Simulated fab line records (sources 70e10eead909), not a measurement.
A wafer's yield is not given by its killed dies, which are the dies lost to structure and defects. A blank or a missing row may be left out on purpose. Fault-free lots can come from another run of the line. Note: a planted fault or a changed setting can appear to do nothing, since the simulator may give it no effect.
Which of the tools did it? ; flow nandHarc ; 11 lots with 33 wafers sampled at 2 steps, on a route of 1302 steps

== WHAT THE GAUGES READ, wafer by wafer ==
NHARC_A_CONTACT_OVL_MEAS_09.
lot;measured;on;overlayXNm (nm)
L825;day 22 20:54;overlay-02;0.3 0.4 0.7
L832;day 25 11:29;overlay-01;8.6 8.8 8.3 8.5 8.7 8.5
L836;day 26 17:36;overlay-01;7.7 7.5 7.6 7.6 7.8 7.7
L838;day 27 20:15;overlay-01;0.1 0.0 -0.5
L839;day 28 00:32;overlay-01;-0.8 -1.7 -0.9
L840;day 28 01:02;overlay-01;0.1 0.7 0.8
L841;day 29 07:35;overlay-02;-1.3 -0.7 -0.8
L844;day 29 20:44;overlay-01;-0.4 -0.9 -0.6
L842;day 30 00:17;overlay-02;-0.5 -1.3 -0.4
L846;day 31 05:16;overlay-02;-0.2 -1.2 -0.6
L847;day 31 13:31;overlay-02;-1.5 -1.7 -2.0

== EACH LOT AND THE TOOL THAT RAN IT (in order: tool; ch and the chambers of the sampled wafers; start) ==
lot;NHARC_A_CONTACT_EXPOSE_05
L825;arfiScanner-03 ch 0, day 22 20:41
L832;arfiScanner-01 ch 0, day 25 11:15
L836;arfiScanner-01 ch 0, day 26 17:23
L838;arfiScanner-03 ch 0, day 27 20:02
L839;arfiScanner-02 ch 0, day 28 00:19
L840;arfiScanner-03 ch 0, day 28 00:48
L841;arfiScanner-02 ch 0, day 29 07:22
L844;arfiScanner-03 ch 0, day 29 20:30
L842;arfiScanner-03 ch 0, day 30 00:04
L846;arfiScanner-02 ch 0, day 31 05:02
L847;arfiScanner-02 ch 0, day 31 13:17
- NHARC_A_CONTACT_EXPOSE_05: exposes mask A CC.

== THE ANSWER, worked out from the rows above alone ==
Rule: usual is defined by the lots themselves. The widest of any qualifying gaps counts: lots, ordered by their means at a reading, are off when they make up no more than a third of the lots, leave a main group of 4 or more, and stand apart from it by 3 or more times the standard deviation of that group's means. A main group is skipped when, at the precision printed for the reading in the tables above, its means are all equal. A lot without any number at a reading at which 4 lots or more have one is off too. The other lots that the step has rows for count as sound.
Off, at NHARC_A_CONTACT_OVL_MEAS_09 on overlayXNm: L832, L836. For the main group the mean is -0.6 nm and the standard deviation 0.69.
If a tool, at a process step before that reading, ran all the lots that are off and no sound lot after the first of them, it fits. Those tools and the gauges at NHARC_A_CONTACT_OVL_MEAS_09 are tried in the same way. One fits: arfiScanner-01 at NHARC_A_CONTACT_EXPOSE_05. It ran no sound lot before its first lot that is off in this sample, so the start can't be narrowed down.

== WHAT WAS PUT IN BY THE SIMULATOR ==
Scanner matching overlay: arfiScanner-01, from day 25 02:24 on, at NHARC_A_CONTACT_EXPOSE_05. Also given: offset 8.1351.
Struck lots among those shown: L832, L836. The rule above found the same.
